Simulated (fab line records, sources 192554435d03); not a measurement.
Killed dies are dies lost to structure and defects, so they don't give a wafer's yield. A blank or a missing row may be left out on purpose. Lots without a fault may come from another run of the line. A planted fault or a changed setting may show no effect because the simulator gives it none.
Tool commonality check | flow n5_finfet | 8 lots, 24 wafers sampled

WHY IT WAS OPENED
At N5_BEOL_M11_OCD_MEAS_38 the reading trench_depth_nm is flagged on 2 of 8 lots. Wafers without a fault read 148.6 nm, standard deviation 2.
Rule: a lot is flagged when every wafer of it that has a number lies more than 4 standard deviations from that mean, or none has a number. The other lots count as sound.

lot  | measured     | on     | trench_depth_nm (nm), wafer by wafer | flag
L594 | day 12 16:50 | ocd-02 | 150.0 148.2 150.9                    |
L598 | day 13 18:30 | ocd-02 | 146.3 146.4 150.4                    |
L599 | day 13 23:28 | ocd-01 | 148.0 147.7 151.5                    |
L604 | day 14 22:01 | ocd-02 | 148.1 148.3 144.5                    |
L607 | day 15 08:36 | ocd-01 | 0.2 0 0                              | FLAGGED
L605 | day 15 09:02 | ocd-01 | 0.0 0.3 0                            | FLAGGED
L614 | day 16 17:32 | ocd-02 | 150.1 152.1 148.6                    |
L615 | day 18 22:44 | ocd-01 | 148.1 147.1 145.7                    |
The numbers of the flagged lots are 0.1 nm on average: -148.5 nm against the usual, or -74 standard deviations.

WHICH TOOL RAN EACH LOT
The record holds 4 process steps before the reading, out of a route of 1938 steps. In each cell: the tool, then ch and the chambers that the sampled wafers went through, then the start.
lot  | flag    | N5_BEOL_M11_ETCH_65                | N5_BEOL_M11_VIA_ETCH_34            | N5_BEOL_M11_TRENCH_ETCH_37         | N5_BEOL_M11_STRIP_77
L594 |         | rie_diel-01 ch 0,1,2, day 12 16:23 | rie_diel-01 ch 0,1,2, day 12 16:33 | rie_diel-01 ch 0,1,2, day 12 16:39 | rie_diel-01 ch 0,1,2, day 12 16:50 or earlier
L598 |         | rie_diel-02 ch 0,1, day 13 18:02   | rie_diel-02 ch 0,1, day 13 18:13   | rie_diel-02 ch 0,1, day 13 18:19   | rie_diel-02 ch 0,1, day 13 18:30 or earlier
L599 |         | rie_diel-02 ch 0,1,3, day 13 22:59 | rie_diel-02 ch 0,1,3, day 13 23:10 | rie_diel-02 ch 0,1,3, day 13 23:16 | rie_diel-02 ch 0,1,3, day 13 23:28 or earlier
L604 |         | rie_diel-01 ch 2,3, day 14 21:34   | rie_diel-01 ch 2,3, day 14 21:44   | rie_diel-01 ch 2,3, day 14 21:50   | rie_diel-01 ch 2,3, day 14 22:01 or earlier
L607 | FLAGGED | rie_diel-04 ch 0,1,3, day 15 08:08 | rie_diel-04 ch 0,1,3, day 15 08:19 | rie_diel-04 ch 0,1,3, day 15 08:25 | rie_diel-04 ch 0,1,3, day 15 08:36 or earlier
L605 | FLAGGED | rie_diel-01 ch 0,1,3, day 15 08:34 | rie_diel-01 ch 0,1,3, day 15 08:44 | rie_diel-01 ch 0,1,3, day 15 08:51 | rie_diel-01 ch 0,1,3, day 15 09:02 or earlier
L614 |         | rie_diel-04 ch 1,2,3, day 16 17:04 | rie_diel-04 ch 1,2,3, day 16 17:15 | rie_diel-04 ch 1,2,3, day 16 17:21 | rie_diel-04 ch 1,2,3, day 16 17:32 or earlier
L615 |         | rie_diel-02 ch 1,2,3, day 18 22:17 | rie_diel-02 ch 1,2,3, day 18 22:27 | rie_diel-02 ch 1,2,3, day 18 22:34 | rie_diel-02 ch 1,2,3, day 18 22:44 or earlier
What these steps do:
- N5_BEOL_M11_ETCH_65: etches SiARC in CF4, target depth 39 nm, time 65 s.
- N5_BEOL_M11_VIA_ETCH_34: etches SiCOH lowk in C4F6/O2, target depth 184.5 nm, time 69.2 s.
- N5_BEOL_M11_TRENCH_ETCH_37: etches SiCOH lowk in C4F6/O2, target depth 148.83 nm, time 48 s.
- N5_BEOL_M11_STRIP_77: strips in N2/H2, time 10 s.
- N5_BEOL_M11_OCD_MEAS_38

FLAGGED OVER TOTAL, TOOL BY TOOL (the gauges that took the reading come last)
step                       | tool        | lots run | flagged | share of the flagged lots | sound lots run after its first flagged lot
N5_BEOL_M11_ETCH_65        | rie_diel-01 | 3        | 1       | some                      | 0
N5_BEOL_M11_ETCH_65        | rie_diel-02 | 3        | 0       | none                      | -
N5_BEOL_M11_ETCH_65        | rie_diel-04 | 2        | 1       | some                      | 1 (L614)
N5_BEOL_M11_VIA_ETCH_34    | rie_diel-01 | 3        | 1       | some                      | 0
N5_BEOL_M11_VIA_ETCH_34    | rie_diel-02 | 3        | 0       | none                      | -
N5_BEOL_M11_VIA_ETCH_34    | rie_diel-04 | 2        | 1       | some                      | 1 (L614)
N5_BEOL_M11_TRENCH_ETCH_37 | rie_diel-01 | 3        | 1       | some                      | 0
N5_BEOL_M11_TRENCH_ETCH_37 | rie_diel-02 | 3        | 0       | none                      | -
N5_BEOL_M11_TRENCH_ETCH_37 | rie_diel-04 | 2        | 1       | some                      | 1 (L614)
N5_BEOL_M11_STRIP_77       | rie_diel-01 | 3        | 1       | some                      | 0
N5_BEOL_M11_STRIP_77       | rie_diel-02 | 3        | 0       | none                      | -
N5_BEOL_M11_STRIP_77       | rie_diel-04 | 2        | 1       | some                      | 1 (L614)
N5_BEOL_M11_OCD_MEAS_38    | ocd-01      | 4        | 2       | all                       | 1 (L615)
N5_BEOL_M11_OCD_MEAS_38    | ocd-02      | 4        | 0       | none                      | -
N5_BEOL_M11_STRIP_77 gives no start for some lots, so the hours and the order of its lots are those of N5_BEOL_M11_OCD_MEAS_38.

WHAT THE TABLE ALLOWS
1 row of the table ran every flagged lot: ocd-01 at N5_BEOL_M11_OCD_MEAS_38.
- ocd-01 at N5_BEOL_M11_OCD_MEAS_38: 2 of its 4 lots flagged. Sound lots ran on it after the first flagged one (L615), which a lasting fault on the whole tool wouldn't allow.
No row of the table ran every flagged lot and no sound lot after the first.

WHAT THE SIMULATOR HAD PUT IN
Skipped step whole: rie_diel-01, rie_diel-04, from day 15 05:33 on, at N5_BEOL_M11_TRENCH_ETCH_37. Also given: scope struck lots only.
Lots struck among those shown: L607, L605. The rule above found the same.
